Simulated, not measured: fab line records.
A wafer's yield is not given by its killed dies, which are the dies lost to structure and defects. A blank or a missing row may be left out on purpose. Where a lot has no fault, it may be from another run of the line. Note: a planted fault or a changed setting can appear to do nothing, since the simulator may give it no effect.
fab line records | flow n5_finfet | part 1 of 2: steps 1 to 19 of 21
[record] lots = 7 | wafers = 18 | last_day = 17
route steps=1938 shown SD_EPI_N@263 PASSIVATION@1936
lots untouched by any fault: they come from a run of this same line in which no faults occurred
start_h: the number of hours between the record's first day and the start of the first shown wafer of the lot | wait_h: hours elapsed since this lot's preceding step | " same as the row above | L1.1+2: a row that stands for several wafers | - either no value or no given start | * or withheld: withheld | < > ~ a bound
route shown NAME@n: names a module that has steps shown in the file, with the first one's number in the route | usual: the fault-free wafers' mean and standard deviation | same: alike in all rows | chamber/n: place in a boat | sites: the reading at each site | _std_site: the standard deviation of these | _edge_site: outer sites' mean less inner sites' | radius_mm: how far each site lies from the wafer's centre | mask NAME#n: copy n | behind: the last tool/chamber to shape the wafer | hold: why the lot was held/for how many hours/how that ended | device: names the non-switching transistor (n, p or np) | end of line: at the end of the route, the tests of the same wafers | a step with no rows: only its recipe | killed: not the wafer's yield, but the dies lost to structure and defects at the first sort | map: shows each die of a wafer: x if killed, . if not, _ if none is there
set.NAME: setting as actually run; set.NAME@STEP: the setting as run at that earlier step | model.NAME: the simulator's own value behind a step, which no gauge read
a table for each step, a row for each wafer; lots at some steps of the route
services: the hour from which a tool's chamber was out of use, counted from the record's first day as start_h (under 0 if before that day), plus the number of hours and why
[[steps]]
[step N5_SD_EPI_N_COAT_33]
[recipe] resist = SiARC | temp_c = 220 | time_s = 60 | spin_rpm = 1500 | resist_thk_nm = 35
[step N5_SD_EPI_N_COAT_03]
[recipe] resist = CAR-ArF-block | spin_rpm = 1500 | resist_thk_nm = 150
[step N5_SD_EPI_N_EBR_05]
[recipe] solvent = PGMEA | ebr_width_mm = 1.5
[step N5_SD_EPI_N_SOFTBAKE_04]
[recipe] temp_c = 110 | time_s = 60 | resist = CAR-ArF-block
[step N5_SD_EPI_N_EXPOSE_06]
[recipe] mask_id = SD_N_BLK | na = 1.35 | source_shape = conventional | sigma_outer = 0.8 | polarization = unpolarized | target_cd_nm = 120 | dose_mj = 39.75
[step N5_SD_EPI_N_PEB_07]
[recipe] peb_temp_c = 110 | peb_time_s = 60 | resist = CAR-ArF-block
[step N5_SD_EPI_N_DEVELOP_08]
[recipe] develop_time_s = 30 | developer = TMAH | resist = CAR-ArF-block | dev_temp_c = 23 | rinse_liquid = diw | dry = air_spin
[step N5_SD_EPI_N_CD_MEAS_09]
[recipe] target_cd_nm = 120 | landing_energy_ev = 500 | detector = se_inlens
[usual] cd_nm = 120.2/1.1
lot.wafer | tool      | chamber | start_h | wait_h | cd_nm
L336.1    | cd_sem-03 | 0       | 50.04   | -      | 120.3
L336.4    | "         | 0       | "       | "      | 121.7
L336.6    | "         | 0       | "       | "      | 120.8
L343.1    | cd_sem-02 | 0       | 92.90   | -      | 120.7
L343.4    | "         | 0       | "       | "      | 118.9
L344.2    | cd_sem-03 | 0       | 96.47   | -      | 121.7
L344.6    | "         | 0       | "       | "      | 120.1
L348.2    | cd_sem-03 | 0       | 123.63  | -      | 119.4
L348.4    | "         | 0       | "       | "      | 118.1
L350.2    | cd_sem-03 | 0       | 132.37  | -      | 121.1
L350.3    | "         | 0       | "       | "      | 121.0
L350.4    | "         | 0       | "       | "      | 121.4
L357.1    | cd_sem-03 | 0       | 178.47  | -      | 118.9
L357.2    | "         | 0       | "       | "      | 119.2
L357.3    | "         | 0       | "       | "      | 119.4
L358.4    | cd_sem-01 | 0       | 182.51  | -      | 121.5
L358.5    | "         | 0       | "       | "      | 121.0
L358.6    | "         | 0       | "       | "      | 120.2
[step N5_SD_EPI_N_OVL_MEAS_10]
[recipe] points_per_wafer = 44
[usual] SD_N_BLK_OVL = -0.2/0.81
lot.wafer | tool       | chamber | start_h | wait_h | SD_N_BLK_OVL[nm]
L336.1    | overlay-02 | 0       | 50.07   | 0.0    | 0.0
L336.4    | "          | 0       | "       | "      | -0.3
L336.6    | "          | 0       | "       | "      | -0.7
L343.1    | overlay-02 | 0       | 92.93   | 0.0    | 0.1
L343.4    | "          | 0       | "       | "      | -2.2
L344.2    | overlay-01 | 0       | 96.50   | 0.0    | -0.6
L344.6    | "          | 0       | "       | "      | -0.1
L348.2    | overlay-01 | 0       | 123.66  | 0.0    | -0.8
L348.4    | "          | 0       | "       | "      | 1.3
L350.2    | overlay-02 | 0       | 132.40  | 0.0    | 0.7
L350.3    | "          | 0       | "       | "      | 0.6
L350.4    | "          | 0       | "       | "      | -0.2
L357.1    | overlay-02 | 0       | 178.50  | 0.0    | 0.5
L357.2    | "          | 0       | "       | "      | -0.5
L357.3    | "          | 0       | "       | "      | -0.4
L358.4    | overlay-01 | 0       | 182.54  | 0.0    | -1.2
L358.5    | "          | 0       | "       | "      | -0.1
L358.6    | "          | 0       | "       | "      | -1.1
[step N5_SD_EPI_N_INSPECT_11]
[recipe] mode = adi | inspect_instrument = macro
[usual] raw_defect_count = 2.2/1.4
lot.wafer | tool              | chamber | start_h | wait_h | raw_defect_count
L336.1    | defect_inspect-02 | -       | 50.09   | 0.0    | 3
L336.4    | "                 | -       | "       | "      | 1
L336.6    | "                 | -       | "       | "      | 3
L343.1    | defect_inspect-02 | -       | 92.95   | 0.0    | 2
L343.4    | "                 | -       | "       | "      | 1
L344.2    | defect_inspect-01 | -       | 96.52   | 0.0    | 1
L344.6    | "                 | -       | "       | "      | 1
L348.2    | defect_inspect-01 | -       | 123.68  | 0.0    | 0
L348.4    | "                 | -       | "       | "      | 3
L350.2    | defect_inspect-02 | -       | 132.42  | 0.0    | 2
L350.3    | "                 | -       | "       | "      | 1
L350.4    | "                 | -       | "       | "      | 2
L357.1    | defect_inspect-01 | -       | 178.52  | 0.0    | 1
L357.2    | "                 | -       | "       | "      | 4
L357.3    | "                 | -       | "       | "      | 1
L358.4    | defect_inspect-02 | -       | 182.56  | 0.0    | 2
L358.5    | "                 | -       | "       | "      | 1
L358.6    | "                 | -       | "       | "      | 4
[step N5_SD_EPI_N_DESCUM_14]
[recipe] chemistry = O2 | time_s = 7.9 | source_power_w = 50 | bias_power_w = 20 | pressure_mtorr = 20 | rf_frequency_hz = 2.712e+07 | temp_c = 40 | resist = CAR-ArF-block | o2_flow_sccm = 225
[usual] drypump_motor_current_A = 5.6/0.39 | oes_product_au = 0.75/0.078 | rf_vpp_V = 243.3/1.4 | showerhead_plenum_p_Torr = 2.10/0.075 | throttle_valve_pct = 20.47/0.3
[same] time_s = 7.9
lot.wafer | tool        | chamber | start_h | wait_h | drypump_motor_current_A | oes_product_au | rf_hours_counter_h | rf_vpp_V | showerhead_plenum_p_Torr | throttle_valve_pct
L336.1    | rie_diel-03 | 1       | 50.26   | 0.2    | 5.2                     | 0.69           | 234                | 245.2    | 2.19                     | 20.75
L336.4    | "           | 3       | "       | "      | 5.8                     | 0.73           | 149                | 243.8    | 2.07                     | 20.34
L336.6    | "           | 0       | "       | "      | 5.9                     | 0.70           | -                  | 242.1    | 2.08                     | 21.00
L343.1    | rie_diel-03 | 0       | 92.99   | 0.0    | 5.9                     | 0.70           | 228                | 243.4    | 2.07                     | 21.02
L343.4    | "           | 3       | "       | "      | 5.8                     | 0.73           | -                  | 243.0    | 2.07                     | 20.38
L344.2    | rie_diel-03 | 3       | 96.56   | 0.0    | 5.8                     | 0.72           | 165                | 242.1    | 2.07                     | 20.38
L344.6    | "           | 0       | "       | "      | 5.9                     | 0.69           | -                  | 243.8    | 2.07                     | 21.02
L348.2    | rie_diel-03 | 3       | 123.87  | 0.2    | 5.8                     | 0.71           | 176                | 243.3    | 2.06                     | 20.39
L348.4    | "           | 0       | "       | "      | 5.9                     | 0.69           | 239                | 242.2    | 2.07                     | 21.03
L350.2    | rie_diel-05 | 0       | 132.46  | 0.0    | 5.8                     | 0.72           | 157                | 243.8    | 2.19                     | 20.86
L350.3    | "           | 3       | "       | "      | 5.6                     | 0.75           | 166                | 241.1    | 1.99                     | 20.29
L350.4    | "           | 1       | "       | "      | 5.2                     | 0.78           | 145                | 244.8    | 2.18                     | 20.57
L357.1    | rie_diel-05 | 2       | 178.55  | 0.0    | 5.8                     | 0.85           | 51                 | 244.3    | 2.12                     | 20.05
L357.2    | "           | 1       | "       | "      | 5.2                     | 0.77           | 158                | 243.5    | 2.17                     | 20.59
L357.3    | "           | 3       | "       | "      | 5.5                     | 0.74           | 183                | 241.2    | 1.98                     | 20.30
L358.4    | rie_diel-03 | 3       | 182.72  | 0.2    | 5.8                     | 0.68           | -                  | 243.9    | 2.06                     | 20.45
L358.5    | "           | 1       | "       | "      | 5.2                     | 0.87           | -                  | 243.7    | 2.17                     | 20.42
L358.6    | "           | 0       | "       | "      | 5.9                     | 0.97           | -                  | 243.5    | 2.06                     | 20.47
[step N5_SD_EPI_N_ETCH_34]
[recipe] chemistry = CF4 | target = SiARC | target_depth_a = 455 | mask_material = CAR-ArF-block | time_s = 75.8 | ion_energy_ev = 80 | pressure_mtorr = 40 | source_w = 545 | bias_w = 36 | Ar_flow_sccm = 100 | cf4_flow_sccm = 100 | ends = cleared
[usual] drypump_motor_current_A = 5.6/0.39 | etch_rf_on_time_s = 76.1/2.6 | oes_product_au = 0.64/0.065 | rf_vpp_V = 184.2/1.2 | showerhead_plenum_p_Torr = 2.15/0.073 | throttle_valve_pct = 15.72/0.26
lot.wafer | tool        | chamber | start_h | wait_h | drypump_motor_current_A | etch_rf_on_time_s | oes_product_au | rf_hours_counter_h | rf_vpp_V | showerhead_plenum_p_Torr | throttle_valve_pct
L336.1    | rie_diel-03 | 1       | 50.29   | 0.0    | 5.2                     | 80.8              | 0.59           | 234                | 184.8    | 2.20                     | 15.70
L336.4    | "           | 3       | "       | "      | 5.8                     | 70.8              | 0.66           | 149                | 182.2    | 2.14                     | 15.74
L336.6    | "           | 0       | "       | "      | 5.9                     | 75.7              | 0.60           | -                  | 184.2    | 2.13                     | 16.11
L343.1    | rie_diel-03 | 0       | 93.02   | 0.0    | 5.9                     | 75.1              | 0.59           | 228                | 183.7    | 2.12                     | 16.15
L343.4    | "           | 3       | "       | "      | 5.8                     | 71.3              | 0.65           | -                  | 184.5    | 2.13                     | 15.76
L344.2    | rie_diel-03 | 3       | 96.59   | 0.0    | 5.8                     | 70.9              | 0.65           | 165                | 183.4    | 2.13                     | 15.78
L344.6    | "           | 0       | "       | "      | 5.9                     | 75.6              | 0.59           | -                  | 182.5    | 2.12                     | 16.16
L348.2    | rie_diel-03 | 3       | 123.91  | 0.0    | 5.8                     | 70.1              | 0.65           | 176                | 185.5    | 2.13                     | 15.80
L348.4    | "           | 0       | "       | "      | 5.9                     | 75.2              | 0.58           | 239                | 184.3    | 2.12                     | 16.18
L350.2    | rie_diel-05 | 0       | 132.49  | 0.0    | 5.8                     | 77.0              | 0.63           | 157                | 185.0    | 2.23                     | 16.06
L350.3    | "           | 3       | "       | "      | 5.6                     | 76.1              | 0.64           | 166                | 182.3    | 2.05                     | 15.63
L350.4    | "           | 1       | "       | "      | 5.2                     | 78.2              | 0.65           | 145                | 185.0    | 2.24                     | 15.83
L357.1    | rie_diel-05 | 2       | 178.59  | 0.0    | 5.8                     | 72.8              | 0.74           | 51                 | 184.6    | 2.18                     | 15.31
L357.2    | "           | 1       | "       | "      | 5.2                     | 78.5              | 0.64           | 158                | 185.9    | 2.24                     | 15.85
L357.3    | "           | 3       | "       | "      | 5.6                     | 76.9              | 0.63           | 183                | 183.5    | 2.04                     | 15.66
L358.4    | rie_diel-03 | 3       | 182.77  | 0.0    | 5.8                     | 71.5              | 0.62           | -                  | 183.8    | 2.12                     | 15.85
L358.5    | "           | 1       | "       | "      | 5.2                     | 78.4              | 0.73           | -                  | 185.4    | 2.18                     | 15.28
L358.6    | "           | 0       | "       | "      | 5.9                     | 75.7              | 0.82           | -                  | 183.3    | 2.11                     | 15.63
[step N5_SD_EPI_N_ETCH_35]
[recipe] chemistry = N2/H2 | target = SOC | overetch_a = 1080 | mask_material = SiARC | temp_c = 40 | ion_energy_ev = 100 | source_w = 3000 | bias_w = 133 | pressure_mtorr = 20 | time_s = 486 | n2_flow_sccm = 200 | h2_flow_sccm = 200
[usual] drypump_motor_current_A = 5.6/0.39 | oes_product_au = 0.68/0.066 | rf_vpp_V = 240.9/1.3 | showerhead_plenum_p_Torr = 2.55/0.091 | throttle_valve_pct = 23.86/0.27
lot.wafer | tool        | chamber | start_h | wait_h | drypump_motor_current_A | oes_product_au | rf_hours_counter_h | rf_vpp_V | showerhead_plenum_p_Torr | throttle_valve_pct | model.SiARC_of_SD_EPI_N_COAT_33.thk_nm | model.SD_EPI_N.cd_nm
L336.1    | rie_diel-03 | 1       | 50.35   | 0.0    | 5.3                     | 0.63           | 234                | 241.6    | 2.59                     | 23.78              | 20.8                                   | 119
L336.4    | "           | 3       | "       | "      | 5.8                     | 0.66           | 149                | 241.5    | 2.53                     | 23.66              | 18.6                                   | 123.6
L336.6    | "           | 0       | "       | "      | 5.9                     | 0.62           | -                  | 241.4    | 2.50                     | 24.40              | 19.8                                   | 120.4
L343.1    | rie_diel-03 | 0       | 93.08   | 0.0    | 5.9                     | 0.62           | 228                | 240.4    | 2.49                     | 24.41              | 19.8                                   | 120.6
L343.4    | "           | 3       | "       | "      | 5.8                     | 0.59           | -                  | 241.4    | 2.52                     | 23.66              | 14.8                                   | 123.8
L344.2    | rie_diel-03 | 3       | 96.65   | 0.0    | 5.8                     | 0.58           | 165                | 240.3    | 2.52                     | 23.66              | 14.8                                   | 125.6
L344.6    | "           | 0       | "       | "      | 5.9                     | 0.61           | -                  | 240.9    | 2.49                     | 24.42              | 19.8                                   | 120.4
L348.2    | rie_diel-03 | 3       | 123.96  | 0.0    | 5.8                     | 0.57           | 176                | 241.1    | 2.52                     | 23.67              | 14.6                                   | 124.2
L348.4    | "           | 0       | "       | "      | 5.9                     | 0.55           | 239                | 241.6    | 2.49                     | 24.41              | 16                                     | 120.4
L350.2    | rie_diel-05 | 0       | 132.55  | 0.0    | 5.7                     | 0.66           | 157                | 241.6    | 2.64                     | 24.13              | 20                                     | 121.2
L350.3    | "           | 3       | "       | "      | 5.6                     | 0.67           | 166                | 239.1    | 2.42                     | 23.72              | 19.8                                   | 120.4
L350.4    | "           | 1       | "       | "      | 5.2                     | 0.70           | 145                | 242.9    | 2.66                     | 24.03              | 20.4                                   | 123.4
L357.1    | rie_diel-05 | 2       | 178.64  | 0.0    | 5.8                     | 0.76           | 51                 | 241.4    | 2.60                     | 23.81              | 19.4                                   | 121.8
L357.2    | "           | 1       | "       | "      | 5.2                     | 0.69           | 158                | 243.5    | 2.65                     | 24.03              | 20.4                                   | 118.8
L357.3    | "           | 3       | "       | "      | 5.6                     | 0.66           | 183                | 239.6    | 2.41                     | 23.75              | 20.2                                   | 120.8
L358.4    | rie_diel-03 | 3       | 182.95  | 0.2    | 5.8                     | 0.63           | -                  | 242.2    | 2.51                     | 23.74              | 18.8                                   | 122.6
L358.5    | "           | 1       | "       | "      | 5.2                     | 0.79           | -                  | 241.8    | 2.57                     | 23.52              | 20.4                                   | 121.4
L358.6    | "           | 0       | "       | "      | 5.9                     | 0.85           | -                  | 241.0    | 2.48                     | 23.79              | 19.8                                   | 122.6
[step N5_SD_EPI_N_STRIP_36]
[recipe] chemistry = N2/H2 | temp_c = 40 | n2_flow_sccm = 200 | h2_flow_sccm = 200 | rf_frequency_hz = 6e+07
[step N5_SD_EPI_N_ETCHBACK_44]
[recipe] chemistry = CH3F/O2 | mode = anisotropic_etchback | target = SiNx | target_depth_a = 145 | stop_on = SiO2 | over_etch_frac = 0.3 | ion_energy_ev = 120 | pressure_mtorr = 30 | source_w = 395 | bias_w = 73 | Ar_flow_sccm = 150 | CH3F_flow_sccm = 30 | O2_flow_sccm = 20
[usual] O2_flow_sccm = 20.00/0.06 | drypump_motor_current_A = 5.6/0.39 | oes_ar_750_au = 0.75/0.072 | oes_product_au = 0.65/0.062 | rf_vpp_V = 298/6.7 | showerhead_plenum_p_Torr = 2.01/0.07 | throttle_valve_pct = 16.44/0.26
lot.wafer | tool        | chamber | start_h | wait_h | O2_flow_sccm | drypump_motor_current_A | oes_ar_750_au | oes_product_au | rf_hours_counter_h | rf_vpp_V | showerhead_plenum_p_Torr | throttle_valve_pct
L336.1    | rie_diel-03 | 1       | 50.67   | 0.0    | 20.06        | 5.2                     | 0.68          | 0.60           | 235                | 305      | 2.06                     | 16.47
L336.4    | "           | 3       | "       | "      | 19.89        | 5.8                     | 0.78          | 0.64           | 149                | 303      | 1.99                     | 16.41
L336.6    | "           | 0       | "       | "      | 20.03        | 5.9                     | 0.69          | 0.60           | -                  | 300      | 1.97                     | 16.79
L343.1    | rie_diel-03 | 0       | 93.40   | 0.0    | 20.02        | 5.9                     | 0.68          | 0.59           | 228                | 301      | 1.97                     | 16.82
L343.4    | "           | 3       | "       | "      | 19.97        | 5.8                     | 0.76          | 0.52           | -                  | 304      | 1.98                     | 16.43
L344.2    | rie_diel-03 | 3       | 96.97   | 0.0    | 19.92        | 5.8                     | 0.76          | 0.51           | 166                | 302      | 1.98                     | 16.43
L344.6    | "           | 0       | "       | "      | 20.02        | 5.9                     | 0.68          | 0.59           | -                  | 300      | 1.97                     | 16.83
L348.2    | rie_diel-03 | 3       | 124.29  | 0.0    | 20.07        | 5.8                     | 0.75          | 0.51           | 176                | 302      | 1.98                     | 16.45
L348.4    | "           | 0       | "       | "      | 20.01        | 5.9                     | 0.68          | 0.48           | 239                | 301      | 1.96                     | 16.84
L350.2    | rie_diel-05 | 0       | 132.87  | 0.0    | 20.04        | 5.8                     | 0.73          | 0.63           | 157                | 304      | 2.08                     | 16.74
L350.3    | "           | 3       | "       | "      | 20.06        | 5.5                     | 0.75          | 0.64           | 166                | 295      | 1.91                     | 16.37
L350.4    | "           | 1       | "       | "      | 19.93        | 5.1                     | 0.77          | 0.67           | 145                | 283      | 2.11                     | 16.64
L357.1    | rie_diel-05 | 2       | 178.97  | 0.0    | 20.07        | 5.8                     | 0.85          | 0.72           | 51                 | 293      | 2.02                     | 15.95
L357.2    | "           | 1       | "       | "      | 19.97        | 5.2                     | 0.77          | 0.66           | 158                | 285      | 2.10                     | 16.65
L357.3    | "           | 3       | "       | "      | 20.08        | 5.5                     | 0.74          | 0.64           | 184                | 295      | 1.91                     | 16.41
L358.4    | rie_diel-03 | 3       | 183.17  | 0.1    | 19.97        | 5.8                     | 0.74          | 0.60           | -                  | 302      | 1.97                     | 16.50
L358.5    | "           | 1       | "       | "      | 19.91        | 5.2                     | 0.84          | 0.74           | -                  | 304      | 2.05                     | 16.08
L358.6    | "           | 0       | "       | "      | 20.00        | 5.9                     | 0.95          | 0.82           | -                  | 300      | 1.96                     | 16.31
[step N5_SD_EPI_N_ETCH_45]
[recipe] chemistry = CH3F/O2 | target = SiOCN | target_depth_a = 60 | mask_material = SOC | ion_energy_ev = 60 | bias_w = 29 | pressure_mtorr = 15 | source_w = 410 | Ar_flow_sccm = 150 | CH3F_flow_sccm = 30 | O2_flow_sccm = 20
[usual] O2_flow_sccm = 20.00/0.055 | drypump_motor_current_A = 5.6/0.39 | oes_product_au = 0.75/0.075 | rf_vpp_V = 127.4/1.1 | showerhead_plenum_p_Torr = 2.00/0.07 | throttle_valve_pct = 23.4/0.3
lot.wafer | tool        | chamber | start_h | wait_h | O2_flow_sccm | drypump_motor_current_A | oes_product_au | rf_hours_counter_h | rf_vpp_V | showerhead_plenum_p_Torr | throttle_valve_pct
L336.1    | rie_diel-03 | 1       | 50.77   | 0.1    | 20.04        | 5.2                     | 0.68           | 235                | 127.5    | 2.06                     | 23.4
L336.4    | "           | 3       | "       | "      | 20.15        | 5.8                     | 0.76           | 149                | 127.9    | 1.98                     | 23.2
L336.6    | "           | 0       | "       | "      | 20.02        | 5.9                     | 0.71           | -                  | 126.5    | 1.97                     | 23.9
L343.1    | rie_diel-03 | 0       | 93.50   | 0.1    | 19.91        | 5.9                     | 0.69           | 228                | 126.5    | 1.96                     | 23.9
L343.4    | "           | 3       | "       | "      | 20.05        | 5.8                     | 0.75           | -                  | 126.6    | 1.98                     | 23.3
L344.2    | rie_diel-03 | 3       | 97.07   | 0.1    | 20.00        | 5.8                     | 0.74           | 166                | 126.4    | 1.98                     | 23.3
L344.6    | "           | 0       | "       | "      | 19.99        | 5.9                     | 0.69           | -                  | 127.5    | 1.96                     | 23.9
L348.2    | rie_diel-03 | 3       | 124.39  | 0.1    | 20.07        | 5.8                     | 0.73           | 176                | 126.7    | 1.97                     | 23.3
L348.4    | "           | 0       | "       | "      | 19.93        | 5.9                     | 0.68           | 239                | 126.7    | 1.96                     | 23.9
L350.2    | rie_diel-05 | 0       | 132.97  | 0.1    | 19.95        | 5.8                     | 0.74           | 157                | 129.5    | 2.08                     | 23.7
L350.3    | "           | 3       | "       | "      | 19.95        | 5.6                     | 0.75           | 166                | 125.7    | 1.91                     | 23.2
L350.4    | "           | 1       | "       | "      | 19.96        | 5.2                     | 0.77           | 145                | 128.4    | 2.10                     | 23.7
L357.1    | rie_diel-05 | 2       | 179.07  | 0.1    | 20.02        | 5.8                     | 0.85           | 51                 | 128.9    | 2.01                     | 22.8
L357.2    | "           | 1       | "       | "      | 20.07        | 5.2                     | 0.76           | 158                | 129.5    | 2.10                     | 23.7
L357.3    | "           | 3       | "       | "      | 19.99        | 5.6                     | 0.73           | 184                | 126.6    | 1.90                     | 23.3
L358.4    | rie_diel-03 | 3       | 183.27  | 0.1    | 19.97        | 5.8                     | 0.72           | -                  | 128.5    | 1.97                     | 23.3
L358.5    | "           | 1       | "       | "      | 20.03        | 5.2                     | 0.85           | -                  | 128.0    | 2.04                     | 23.2
L358.6    | "           | 0       | "       | "      | 20.03        | 5.9                     | 0.96           | -                  | 127.7    | 1.95                     | 23.3
[step N5_SD_EPI_N_ETCH_16]
[recipe] chemistry = CHF3/O2 | target = SiO2 | target_depth_a = 50 | mask_material = SOC | pressure_mtorr = 30 | source_w = 650 | bias_w = 170 | Ar_flow_sccm = 200 | CHF3_flow_sccm = 50 | O2_flow_sccm = 5 | ion_energy_ev = 200
[usual] O2_flow_sccm = 5.000/0.014 | drypump_motor_current_A = 5.6/0.39 | oes_ar_750_au = 0.75/0.072 | oes_product_au = 0.75/0.076 | rf_vpp_V = 525/12 | showerhead_plenum_p_Torr = 2.42/0.079 | throttle_valve_pct = 18.98/0.28
lot.wafer | tool        | chamber | start_h | wait_h | O2_flow_sccm | drypump_motor_current_A | oes_ar_750_au | oes_product_au | rf_hours_counter_h | rf_vpp_V | showerhead_plenum_p_Torr | throttle_valve_pct | model.SiARC_of_SD_EPI_N_COAT_33.thk_nm
L336.1    | rie_diel-03 | 1       | 50.87   | 0.1    | 5.037        | 5.2                     | 0.68          | 0.68           | 235                | 538      | 2.48                     | 18.99              | 13.8
L336.4    | "           | 3       | "       | "      | 4.989        | 5.8                     | 0.77          | 0.76           | 149                | 533      | 2.40                     | 18.98              | 11
L336.6    | "           | 0       | "       | "      | 5.007        | 5.8                     | 0.69          | 0.70           | -                  | 530      | 2.38                     | 19.38              | 12.4
L343.1    | rie_diel-03 | 0       | 93.60   | 0.1    | 5.004        | 5.9                     | 0.67          | 0.69           | 228                | 530      | 2.38                     | 19.41              | 12.4
L343.4    | "           | 3       | "       | "      | 5.009        | 5.8                     | 0.76          | 0.74           | -                  | 534      | 2.39                     | 19.02              | 7.2
L344.2    | rie_diel-03 | 3       | 97.17   | 0.1    | 5.011        | 5.8                     | 0.76          | 0.75           | 166                | 533      | 2.39                     | 19.00              | 7.2
L344.6    | "           | 0       | "       | "      | 5.001        | 5.9                     | 0.67          | 0.69           | -                  | 531      | 2.38                     | 19.40              | 12.4
L348.2    | rie_diel-03 | 3       | 124.49  | 0.1    | 5.013        | 5.8                     | 0.75          | 0.73           | 176                | 533      | 2.39                     | 19.02              | 7
L348.4    | "           | 0       | "       | "      | 4.998        | 5.9                     | 0.67          | 0.68           | 239                | 530      | 2.37                     | 19.42              | 8.6
L350.2    | rie_diel-05 | 0       | 133.07  | 0.1    | 5.005        | 5.8                     | 0.73          | 0.74           | 157                | 539      | 2.51                     | 19.33              | 12.8
L350.3    | "           | 3       | "       | "      | 4.995        | 5.6                     | 0.75          | 0.74           | 166                | 521      | 2.31                     | 18.90              | 12.4
L350.4    | "           | 1       | "       | "      | 4.969        | 5.2                     | 0.78          | 0.77           | 145                | 498      | 2.53                     | 19.17              | 13.4
L357.1    | rie_diel-05 | 2       | 179.17  | 0.1    | 5.014        | 5.8                     | 0.86          | 0.86           | 51                 | 510      | 2.42                     | 18.45              | 12
L357.2    | "           | 1       | "       | "      | 4.989        | 5.2                     | 0.77          | 0.76           | 158                | 501      | 2.52                     | 19.19              | 13.4
L357.3    | "           | 3       | "       | "      | 4.987        | 5.6                     | 0.74          | 0.73           | 184                | 520      | 2.30                     | 18.92              | 13
L358.4    | rie_diel-03 | 3       | 183.34  | 0.0    | 4.986        | 5.8                     | 0.73          | 0.72           | -                  | 534      | 2.38                     | 19.05              | 11.2
L358.5    | "           | 1       | "       | "      | 4.988        | 5.2                     | 0.85          | 0.87           | -                  | 537      | 2.46                     | 18.66              | 13
L358.6    | "           | 0       | "       | "      | 5.028        | 5.9                     | 0.93          | 0.95           | -                  | 530      | 2.37                     | 18.92              | 12.4
[step N5_SD_EPI_N_STRIP_47]
[recipe] chemistry = CHF3/O2 | resist = SiARC | rf_frequency_hz = 6e+07
[step N5_SD_EPI_N_SD_RECESS_17]
[recipe] chemistry = HBr/Cl2/O2 | target_depth_a = 410 | mask_material = SOC | time_s = 23.7 | bt_time_s = 3 | pressure_mtorr = 10 | icp_w = 800 | bias_w = 112 | HBr_flow_sccm = 150 | Cl2_flow_sccm = 80 | O2_flow_sccm = 12
[usual] O2_flow_sccm = 12.01/0.039 | drypump_motor_current_A = 5.6/0.47 | he_backside_leak_sccm = 2.9/0.47 | oes_product_au = 0.999/0.014 | throttle_valve_pct = 37.2/0.5
[same] bt_time_s = 3 | time_s = 23.7
lot.wafer | tool      | chamber | start_h | wait_h | O2_flow_sccm | drypump_motor_current_A | he_backside_leak_sccm | oes_product_au | rf_hours_counter_h | throttle_valve_pct | model.SD_EPI_N.cd_nm
L336.1    | rie_si-06 | 1       | 50.94   | 0.0    | 12.04        | 5.4                     | 2.4                   | 1.012          | 30                 | 37.2               | 119
L336.4    | "         | 2       | "       | "      | 12.01        | 6.0                     | 3.0                   | 0.983          | 155                | 37.7               | 123.4
L336.6    | "         | 0       | "       | "      | 11.94        | 5.5                     | 2.8                   | 0.992          | -                  | 36.8               | 120.4
L343.1    | rie_si-01 | 3       | 93.67   | 0.0    | 11.99        | 5.6                     | 3.1                   | 0.992          | 22                 | 37.7               | 120.8
L343.4    | "         | 2       | "       | "      | 12.06        | 5.2                     | 2.9                   | 0.982          | 2                  | 36.9               | 123.6
L344.2    | rie_si-02 | 2       | 97.24   | 0.0    | 12.06        | 6.6                     | 3.8                   | 0.983          | 169                | 38.1               | 125.4
L344.6    | "         | 3       | "       | "      | 11.98        | 5.8                     | 2.3                   | 1.008          | -                  | 37.3               | 120.6
L348.2    | rie_si-01 | 2       | 124.56  | 0.0    | 12.03        | 5.1                     | 3.0                   | 0.985          | 3                  | 36.9               | 124.2
L348.4    | "         | 3       | "       | "      | 12.03        | 5.6                     | 3.0                   | 1.004          | 23                 | 37.7               | 120.6
L350.2    | rie_si-02 | 3       | 133.14  | 0.0    | 11.99        | 5.8                     | 2.4                   | 1.000          | 78                 | 37.3               | 121.2
L350.3    | "         | 2       | "       | "      | 12.05        | 6.6                     | 3.7                   | 0.975          | 170                | 38.1               | 120.4
L350.4    | "         | 1       | "       | "      | 11.94        | 5.2                     | 2.7                   | 0.987          | 5                  | 36.8               | 123.6
L357.1    | rie_si-02 | 0       | 179.24  | 0.0    | 12.03        | 5.3                     | 2.6                   | 1.008          | 192                | 36.9               | 121.6
L357.2    | "         | 2       | "       | "      | 11.99        | 6.5                     | 3.6                   | 0.986          | 171                | 38.1               | 119
L357.3    | "         | 3       | "       | "      | 12.06        | 5.8                     | 2.4                   | 1.006          | 78                 | 37.3               | 121
L358.4    | rie_si-02 | 1       | 183.43  | 0.1    | 12.07        | 5.2                     | 2.8                   | 0.990          | -                  | 36.8               | 122.4
L358.5    | "         | 3       | "       | "      | 11.98        | 5.8                     | 2.5                   | 0.999          | -                  | 37.2               | 121.6
L358.6    | "         | 2       | "       | "      | 11.97        | 6.6                     | 3.8                   | 0.989          | -                  | 38.1               | 123
[[key]]
first_sign none at tools or gauges
[model_effect] step = N5_SD_EPI_N_ETCH_35 | value = SiARC_of_SD_EPI_N_COAT_33.thk_nm | without = 18.8 | struck = 15.05
[model_effect] step = N5_SD_EPI_N_ETCH_16 | value = SiARC_of_SD_EPI_N_COAT_33.thk_nm | without = 11.25 | struck = 7.5
[model_effect] step = N5_SD_EPI_N_SD_RECESS_17 | value = SD_EPI_N.cd_nm | without = 119.7 | struck = 123.5
met_at N5_SD_EPI_N_ETCH_35
struck_wafers L343.4,L344.2,L348.2,L348.4
tester_left_out L343,L344,L348
onset_between 50.35 93.08
[fault] kind = process_parameter_drift | tool = rie_diel-03 | chamber = - | onset_h = 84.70 | steps = N5_SD_EPI_N_ETCH_35 | channel = time_s | offset = * | shape = step | end_h = 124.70 | scope = struck_wafers_only | acts_in = * | stated = *
// tester_left_out: of these lots the tester's yield and bins aren't shown, on N5 and GAA mostly nor the transistor test; their killed dies are dies lost to structure and defects alone, not to doping, threshold or leakage, so they don't give the yield
